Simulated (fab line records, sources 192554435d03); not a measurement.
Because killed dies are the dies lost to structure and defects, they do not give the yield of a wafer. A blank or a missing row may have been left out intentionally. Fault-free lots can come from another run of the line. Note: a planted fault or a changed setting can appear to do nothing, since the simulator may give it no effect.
Chamber matching || flow n5_finfet || N5_MOL_CONTACT_COAG_ETCH_48 on rie_diel-05: 4 sister chambers
The step etches SiOC in C4F6/O2, target depth 15 nm, overetch 4.5 nm, time 17 s. 27 wafers are shown with their chamber, then 12 later ones without.

## WAFERS PAIRED WITH THEIR CHAMBERS
{"wafer": "L076.1", "chamber": 3, "rf_vpp_V (V)": 1597, "showerhead_plenum_p_Torr (Torr)": 3.01, "drypump_motor_current_A (A)": 4.6}
{"wafer": "L076.3", "chamber": 2, "rf_vpp_V (V)": 1621, "showerhead_plenum_p_Torr (Torr)": 3.03, "drypump_motor_current_A (A)": 5.6}
{"wafer": "L076.6", "chamber": 2, "rf_vpp_V (V)": 1620, "showerhead_plenum_p_Torr (Torr)": 3.03, "drypump_motor_current_A (A)": 5.6}
{"wafer": "L077.1", "chamber": 1, "rf_vpp_V (V)": 1528, "showerhead_plenum_p_Torr (Torr)": 2.76, "drypump_motor_current_A (A)": 5.6}
{"wafer": "L077.3", "chamber": 2, "rf_vpp_V (V)": 1620, "showerhead_plenum_p_Torr (Torr)": 3.03, "drypump_motor_current_A (A)": 5.6}
{"wafer": "L077.6", "chamber": 0, "rf_vpp_V (V)": 1543, "showerhead_plenum_p_Torr (Torr)": 2.77, "drypump_motor_current_A (A)": 6.1}
{"wafer": "L078.3", "chamber": 1, "rf_vpp_V (V)": 1528, "showerhead_plenum_p_Torr (Torr)": 2.76, "drypump_motor_current_A (A)": 5.7}
{"wafer": "L078.4", "chamber": 0, "rf_vpp_V (V)": 1543, "showerhead_plenum_p_Torr (Torr)": 2.77, "drypump_motor_current_A (A)": 6.2}
{"wafer": "L078.5", "chamber": 1, "rf_vpp_V (V)": 1527, "showerhead_plenum_p_Torr (Torr)": 2.76, "drypump_motor_current_A (A)": 5.7}
{"wafer": "L079.3", "chamber": 2, "rf_vpp_V (V)": 1621, "showerhead_plenum_p_Torr (Torr)": 3.03, "drypump_motor_current_A (A)": 5.6}
{"wafer": "L079.4", "chamber": 3, "rf_vpp_V (V)": 1597, "showerhead_plenum_p_Torr (Torr)": 3.01, "drypump_motor_current_A (A)": 4.6}
{"wafer": "L079.6", "chamber": 3, "rf_vpp_V (V)": 1599, "showerhead_plenum_p_Torr (Torr)": 3.01, "drypump_motor_current_A (A)": 4.6}
{"wafer": "L080.1", "chamber": 3, "rf_vpp_V (V)": 1598, "showerhead_plenum_p_Torr (Torr)": 3.01, "drypump_motor_current_A (A)": 4.6}
{"wafer": "L080.3", "chamber": 0, "rf_vpp_V (V)": 1544, "showerhead_plenum_p_Torr (Torr)": 2.77, "drypump_motor_current_A (A)": 6.2}
{"wafer": "L080.6", "chamber": 1, "rf_vpp_V (V)": 1528, "showerhead_plenum_p_Torr (Torr)": 2.76, "drypump_motor_current_A (A)": 5.7}
{"wafer": "L081.2", "chamber": 3, "rf_vpp_V (V)": 1598, "showerhead_plenum_p_Torr (Torr)": 3.01, "drypump_motor_current_A (A)": 4.6}
{"wafer": "L081.3", "chamber": 2, "rf_vpp_V (V)": 1620, "showerhead_plenum_p_Torr (Torr)": 3.03, "drypump_motor_current_A (A)": 5.6}
{"wafer": "L081.5", "chamber": 1, "rf_vpp_V (V)": 1528, "showerhead_plenum_p_Torr (Torr)": 2.76, "drypump_motor_current_A (A)": 5.7}
{"wafer": "L083.1", "chamber": 2, "rf_vpp_V (V)": 1621, "showerhead_plenum_p_Torr (Torr)": 3.02, "drypump_motor_current_A (A)": 5.6}
{"wafer": "L083.2", "chamber": 3, "rf_vpp_V (V)": 1599, "showerhead_plenum_p_Torr (Torr)": 3.01, "drypump_motor_current_A (A)": 4.6}
{"wafer": "L083.4", "chamber": 1, "rf_vpp_V (V)": 1527, "showerhead_plenum_p_Torr (Torr)": 2.76, "drypump_motor_current_A (A)": 5.7}
{"wafer": "L086.1", "chamber": 2, "rf_vpp_V (V)": 1622, "showerhead_plenum_p_Torr (Torr)": 3.02, "drypump_motor_current_A (A)": 5.6}
{"wafer": "L086.3", "chamber": 3, "rf_vpp_V (V)": 1597, "showerhead_plenum_p_Torr (Torr)": 3.00, "drypump_motor_current_A (A)": 4.6}
{"wafer": "L086.6", "chamber": 3, "rf_vpp_V (V)": 1599, "showerhead_plenum_p_Torr (Torr)": 3.00, "drypump_motor_current_A (A)": 4.6}
{"wafer": "L088.2", "chamber": 2, "rf_vpp_V (V)": 1620, "showerhead_plenum_p_Torr (Torr)": 3.02, "drypump_motor_current_A (A)": 5.6}
{"wafer": "L088.3", "chamber": 0, "rf_vpp_V (V)": 1542, "showerhead_plenum_p_Torr (Torr)": 2.76, "drypump_motor_current_A (A)": 6.2}
{"wafer": "L088.5", "chamber": 2, "rf_vpp_V (V)": 1621, "showerhead_plenum_p_Torr (Torr)": 3.02, "drypump_motor_current_A (A)": 5.6}

SIGNATURES (means of the wafers above)
{"reading": "rf_vpp_V", "chamber 0": 1543.00, "chamber 1": 1527.67, "chamber 2": 1620.67, "chamber 3": 1598.00, "scatter within a chamber": 0.761}
{"reading": "showerhead_plenum_p_Torr", "chamber 0": 2.7675, "chamber 1": 2.7600, "chamber 2": 3.0256, "chamber 3": 3.0075, "scatter within a chamber": 0.00441}
{"reading": "drypump_motor_current_A", "chamber 0": 6.175, "chamber 1": 5.683, "chamber 2": 5.600, "chamber 3": 4.600, "scatter within a chamber": 0.0262}
Rule: distance of a wafer from a chamber = root of the sum over the readings of ((wafer's reading minus chamber's mean) / reading's scatter) squared. The wafer belongs to the nearest chamber; if the next one is less than 2 further off, it can't be placed. How the scatter is found: for the shown wafers, subtract from each reading the mean of its chamber, square and add these, divide the total by (wafers less chambers), then take the root.

## WAFERS WHOSE CHAMBER IS MISSING
{"wafer": "L092.3", "rf_vpp_V (V)": 1543, "showerhead_plenum_p_Torr (Torr)": 2.76, "drypump_motor_current_A (A)": 6.2}
{"wafer": "L092.4", "rf_vpp_V (V)": 1619, "showerhead_plenum_p_Torr (Torr)": 3.02, "drypump_motor_current_A (A)": 5.6}
{"wafer": "L092.6", "rf_vpp_V (V)": 1543, "showerhead_plenum_p_Torr (Torr)": 2.76, "drypump_motor_current_A (A)": 6.2}
{"wafer": "L095.2", "rf_vpp_V (V)": 1618, "showerhead_plenum_p_Torr (Torr)": 3.01, "drypump_motor_current_A (A)": 5.6}
{"wafer": "L095.3", "rf_vpp_V (V)": 1543, "showerhead_plenum_p_Torr (Torr)": 2.76, "drypump_motor_current_A (A)": 6.2}
{"wafer": "L095.4", "rf_vpp_V (V)": 1527, "showerhead_plenum_p_Torr (Torr)": 2.75, "drypump_motor_current_A (A)": 5.7}
{"wafer": "L096.2", "rf_vpp_V (V)": 1620, "showerhead_plenum_p_Torr (Torr)": 3.01, "drypump_motor_current_A (A)": 5.6}
{"wafer": "L096.3", "rf_vpp_V (V)": 1542, "showerhead_plenum_p_Torr (Torr)": 2.76, "drypump_motor_current_A (A)": 6.1}
{"wafer": "L096.4", "rf_vpp_V (V)": 1529, "showerhead_plenum_p_Torr (Torr)": 2.74, "drypump_motor_current_A (A)": 5.7}
{"wafer": "L097.2", "rf_vpp_V (V)": 1544, "showerhead_plenum_p_Torr (Torr)": 2.76, "drypump_motor_current_A (A)": 6.2}
{"wafer": "L097.4", "rf_vpp_V (V)": 1619, "showerhead_plenum_p_Torr (Torr)": 3.01, "drypump_motor_current_A (A)": 5.6}
{"wafer": "L097.5", "rf_vpp_V (V)": 1598, "showerhead_plenum_p_Torr (Torr)": 2.99, "drypump_motor_current_A (A)": 4.6}

## CHAMBER TAKEN BY EACH
{"wafer": "L092.3", "from the rows above": 0, "in truth": 0}
{"wafer": "L092.4", "from the rows above": 2, "in truth": 2}
{"wafer": "L092.6", "from the rows above": 0, "in truth": 0}
{"wafer": "L095.2", "from the rows above": 2, "in truth": 2}
{"wafer": "L095.3", "from the rows above": 0, "in truth": 0}
{"wafer": "L095.4", "from the rows above": 1, "in truth": 1}
{"wafer": "L096.2", "from the rows above": 2, "in truth": 2}
{"wafer": "L096.3", "from the rows above": 0, "in truth": 0}
{"wafer": "L096.4", "from the rows above": 1, "in truth": 1}
{"wafer": "L097.2", "from the rows above": 0, "in truth": 0}
{"wafer": "L097.4", "from the rows above": 2, "in truth": 2}
{"wafer": "L097.5", "from the rows above": 3, "in truth": 3}
12 of 12 placed correctly. Left unplaced by these rows: 0. Wrongly placed: 0.
